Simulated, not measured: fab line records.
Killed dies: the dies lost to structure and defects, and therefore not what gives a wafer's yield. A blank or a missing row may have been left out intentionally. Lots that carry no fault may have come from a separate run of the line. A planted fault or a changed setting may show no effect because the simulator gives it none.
Lot-split experiment / flow n5Finfet / 39 wafers read across 7 lots, on a route 1938 steps long

== THE SPLIT ITSELF ==
At N5_SD_EPI_N_DEVELOP_08 (develop time 30 s), the setting developTimeS was moved away from the recipe's 30 s on 18 of the 39 wafers read, by -36.1% to +58.7%. This setting was run at the recipe's value on the other wafers.

There is no step in the file separating the split from the reading.

== THE READING ==
Shown in nm: cdNm at N5_SD_EPI_N_CD_MEAS_09, with target cd 120 nm. A value of 120.1 nm with a standard deviation of 0.72 nm is what fault-free wafers of this fab line usually give.

wafer=L075.1; tool, chamber at the split=lithoTrack-01, 0; developTimeS as run, s=30; against the recipe=recipe; cdNm, nm=119.9; against lot-mates on the recipe=-
wafer=L075.2; tool, chamber at the split=lithoTrack-01, 0; developTimeS as run, s=36.9; against the recipe=+23.0%; cdNm, nm=120.9; against lot-mates on the recipe=+0.8
wafer=L075.3; tool, chamber at the split=lithoTrack-01, 0; developTimeS as run, s=36.9; against the recipe=+23.0%; cdNm, nm=122.0; against lot-mates on the recipe=+1.9
wafer=L075.4; tool, chamber at the split=lithoTrack-01, 0; developTimeS as run, s=30; against the recipe=recipe; cdNm, nm=120.0; against lot-mates on the recipe=-
wafer=L075.5; tool, chamber at the split=lithoTrack-01, 0; developTimeS as run, s=36.9; against the recipe=+23.0%; cdNm, nm=121.1; against lot-mates on the recipe=+1.0
wafer=L075.6; tool, chamber at the split=lithoTrack-01, 0; developTimeS as run, s=30; against the recipe=recipe; cdNm, nm=120.4; against lot-mates on the recipe=-
wafer=L079.1; tool, chamber at the split=lithoTrack-05, 0; developTimeS as run, s=30; against the recipe=recipe; cdNm, nm=119.6; against lot-mates on the recipe=-
wafer=L079.2; tool, chamber at the split=lithoTrack-05, 0; developTimeS as run, s=43.42; against the recipe=+44.7%; cdNm, nm=121.2; against lot-mates on the recipe=+2.1
wafer=L079.3; tool, chamber at the split=lithoTrack-05, 0; developTimeS as run, s=30; against the recipe=recipe; cdNm, nm=119.1; against lot-mates on the recipe=-
wafer=L079.4; tool, chamber at the split=lithoTrack-05, 0; developTimeS as run, s=43.42; against the recipe=+44.7%; cdNm, nm=123.0; against lot-mates on the recipe=+3.9
wafer=L079.5; tool, chamber at the split=lithoTrack-05, 0; developTimeS as run, s=43.42; against the recipe=+44.7%; cdNm, nm=122.3; against lot-mates on the recipe=+3.2
wafer=L079.6; tool, chamber at the split=lithoTrack-05, 0; developTimeS as run, s=30; against the recipe=recipe; cdNm, nm=118.6; against lot-mates on the recipe=-
wafer=L083.1; tool, chamber at the split=lithoTrack-05, 0; developTimeS as run, s=47.6; against the recipe=+58.7%; cdNm, nm=121.9; against lot-mates on the recipe=+1.7
wafer=L083.2; tool, chamber at the split=lithoTrack-05, 0; developTimeS as run, s=30; against the recipe=recipe; cdNm, nm=120.3; against lot-mates on the recipe=-
wafer=L083.3; tool, chamber at the split=lithoTrack-05, 0; developTimeS as run, s=30; against the recipe=recipe; cdNm, nm=120.5; against lot-mates on the recipe=-
wafer=L083.4; tool, chamber at the split=lithoTrack-05, 0; developTimeS as run, s=30; against the recipe=recipe; cdNm, nm=119.8; against lot-mates on the recipe=-
wafer=L083.5; tool, chamber at the split=lithoTrack-05, 0; developTimeS as run, s=47.6; against the recipe=+58.7%; cdNm, nm=122.1; against lot-mates on the recipe=+1.9
wafer=L083.6; tool, chamber at the split=lithoTrack-05, 0; developTimeS as run, s=47.6; against the recipe=+58.7%; cdNm, nm=122.8; against lot-mates on the recipe=+2.6
wafer=L087.1; tool, chamber at the split=lithoTrack-01, 0; developTimeS as run, s=42.56; against the recipe=+41.9%; cdNm, nm=122.1; against lot-mates on the recipe=+1.0
wafer=L087.2; tool, chamber at the split=lithoTrack-01, 0; developTimeS as run, s=42.56; against the recipe=+41.9%; cdNm, nm=122.4; against lot-mates on the recipe=+1.3
wafer=L087.3; tool, chamber at the split=lithoTrack-01, 0; developTimeS as run, s=30; against the recipe=recipe; cdNm, nm=121.4; against lot-mates on the recipe=-
wafer=L087.4; tool, chamber at the split=lithoTrack-01, 0; developTimeS as run, s=42.56; against the recipe=+41.9%; cdNm, nm=122.4; against lot-mates on the recipe=+1.3
wafer=L087.5; tool, chamber at the split=lithoTrack-01, 0; developTimeS as run, s=30; against the recipe=recipe; cdNm, nm=121.4; against lot-mates on the recipe=-
wafer=L087.6; tool, chamber at the split=lithoTrack-01, 0; developTimeS as run, s=30; against the recipe=recipe; cdNm, nm=120.4; against lot-mates on the recipe=-
wafer=L090.1; tool, chamber at the split=lithoTrack-05, 0; developTimeS as run, s=30; against the recipe=recipe; cdNm, nm=120.5; against lot-mates on the recipe=-
wafer=L090.2; tool, chamber at the split=lithoTrack-05, 0; developTimeS as run, s=30; against the recipe=recipe; cdNm, nm=119.6; against lot-mates on the recipe=-
wafer=L090.4; tool, chamber at the split=lithoTrack-05, 0; developTimeS as run, s=30; against the recipe=recipe; cdNm, nm=119.8; against lot-mates on the recipe=-
wafer=L092.1; tool, chamber at the split=lithoTrack-02, 0; developTimeS as run, s=30; against the recipe=recipe; cdNm, nm=120.2; against lot-mates on the recipe=-
wafer=L092.2; tool, chamber at the split=lithoTrack-02, 0; developTimeS as run, s=19.17; against the recipe=-36.1%; cdNm, nm=117.2; against lot-mates on the recipe=-3.1
wafer=L092.3; tool, chamber at the split=lithoTrack-02, 0; developTimeS as run, s=19.17; against the recipe=-36.1%; cdNm, nm=117.9; against lot-mates on the recipe=-2.4
wafer=L092.4; tool, chamber at the split=lithoTrack-02, 0; developTimeS as run, s=30; against the recipe=recipe; cdNm, nm=120.2; against lot-mates on the recipe=-
wafer=L092.5; tool, chamber at the split=lithoTrack-02, 0; developTimeS as run, s=30; against the recipe=recipe; cdNm, nm=120.4; against lot-mates on the recipe=-
wafer=L092.6; tool, chamber at the split=lithoTrack-02, 0; developTimeS as run, s=19.17; against the recipe=-36.1%; cdNm, nm=117.7; against lot-mates on the recipe=-2.6
wafer=L096.1; tool, chamber at the split=lithoTrack-02, 0; developTimeS as run, s=30; against the recipe=recipe; cdNm, nm=120.5; against lot-mates on the recipe=-
wafer=L096.2; tool, chamber at the split=lithoTrack-02, 0; developTimeS as run, s=30; against the recipe=recipe; cdNm, nm=119.6; against lot-mates on the recipe=-
wafer=L096.3; tool, chamber at the split=lithoTrack-02, 0; developTimeS as run, s=38.79; against the recipe=+29.3%; cdNm, nm=120.9; against lot-mates on the recipe=+1.1
wafer=L096.4; tool, chamber at the split=lithoTrack-02, 0; developTimeS as run, s=38.79; against the recipe=+29.3%; cdNm, nm=120.9; against lot-mates on the recipe=+1.1
wafer=L096.5; tool, chamber at the split=lithoTrack-02, 0; developTimeS as run, s=30; against the recipe=recipe; cdNm, nm=119.4; against lot-mates on the recipe=-
wafer=L096.6; tool, chamber at the split=lithoTrack-02, 0; developTimeS as run, s=38.79; against the recipe=+29.3%; cdNm, nm=120.5; against lot-mates on the recipe=+0.7

THE FIT
A straight line over all 39 wafers: cdNm changes by +0.0481 nm for each +1% of developTimeS; r = +0.88; the points scatter about the line by 0.66 nm.
The same after taking each lot's own level away (the mean of its wafers on the recipe; 39 wafers): +0.0494 nm for each +1%; r = +0.89; scatter 0.62 nm.
Per that fit: largest developTimeS move, reading shift of 2.9 nm.
From 119.10 to 121.07 nm: that is the span of the lots' own levels, equal to 2.7 times the standard deviation above.
The two slopes are in agreement: the lot-to-lot level therefore moves the slope only a little.
Check: with one of the wafers moved furthest among these (+58.7%) left out of the fit, the line predicts +2.87 nm for it against its lot-mates. It came out at +1.7 nm against them.

== THE WHOLE CHAIN: every reading that the file lists as answering this split, in the file's order ==
step=N5_SD_EPI_N_CD_MEAS_09; what it does=target cd 120 nm; reading=cdNm; change (the file's fit)=+0.0467 nm for each +1% of the setting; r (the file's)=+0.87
step=N5_SD_EPI_N_DESCUM_14; what it does=chemistry O2, time 7.9 s; reading=SD_EPI_N.cdNm (the simulator's own value, which no gauge read); change (the file's fit)=+0.0471 nm for each +1% of the setting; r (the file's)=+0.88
step=N5_SD_EPI_N_ETCH_34; what it does=etches SiARC in CF4, target depth 45.5 nm, time 75.8 s; reading=SD_EPI_N.cdNm (the simulator's own value, which no gauge read); change (the file's fit)=+0.0486 nm for each +1% of the setting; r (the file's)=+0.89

== THE FILE'S OWN FIT ==
cdNm changes by +0.0467 nm for each +1% of developTimeS, r = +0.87.
